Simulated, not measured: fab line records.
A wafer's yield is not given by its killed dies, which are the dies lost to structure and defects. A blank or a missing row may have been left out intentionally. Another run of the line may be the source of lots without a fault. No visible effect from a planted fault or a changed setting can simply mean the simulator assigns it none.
Matching of chambers :: flow n5-finfet :: pecvd-01 running N5_BEOL_M2_DEP_57: 3 sister chambers
The step deposits SiCN from 3MS/NH3, target thk 8 nm, time 14 s. 3 wafers are shown with their chamber, then 7 later ones without.

## EACH WAFER AND ITS CHAMBER
wafer: L085.4
chamber: 1
throttle-valve-pct (%): 9.50

wafer: L085.5
chamber: 0
throttle-valve-pct (%): 9.91

wafer: L088.5
chamber: 2
throttle-valve-pct (%): 8.90

## WAFERS WITH NO CHAMBER GIVEN
wafer: L088.6
throttle-valve-pct (%): 9.41

wafer: L089.1
throttle-valve-pct (%): 9.13

wafer: L089.2
throttle-valve-pct (%): 9.86

wafer: L089.3
throttle-valve-pct (%): 9.42

wafer: L091.2
throttle-valve-pct (%): 9.80

wafer: L091.5
throttle-valve-pct (%): 9.70

wafer: L091.6
throttle-valve-pct (%): 9.58

## THE CHAMBER EACH PASSED THROUGH
wafer: L088.6
from the rows above: 1
in truth: 1

wafer: L089.1
from the rows above: can't be placed: 2 or 1
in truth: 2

wafer: L089.2
from the rows above: 0
in truth: 0

wafer: L089.3
from the rows above: 1
in truth: 1

wafer: L091.2
from the rows above: can't be placed: 0 or 1
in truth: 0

wafer: L091.5
from the rows above: can't be placed: 1 or 0
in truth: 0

wafer: L091.6
from the rows above: can't be placed: 1 or 0
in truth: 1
Correct placement for 3 of the 7. From these rows, 4 cannot be placed; in 4 the true chamber is one of the candidates. 0 placed wrongly.
How it was worked out, from the rows above alone: a wafer's distance from a chamber is the root of the sum, over the readings, of the square of ((its reading less the chamber's mean) divided by the reading's scatter). The wafer belongs to the nearest chamber; if the next one is less than 2 further off, it can't be placed. The mean given for a chamber averages the wafers shown for that chamber. The scatter: with one shown wafer a chamber, the root of the mean of the squares of how far each hidden wafer lies from its nearest shown one.
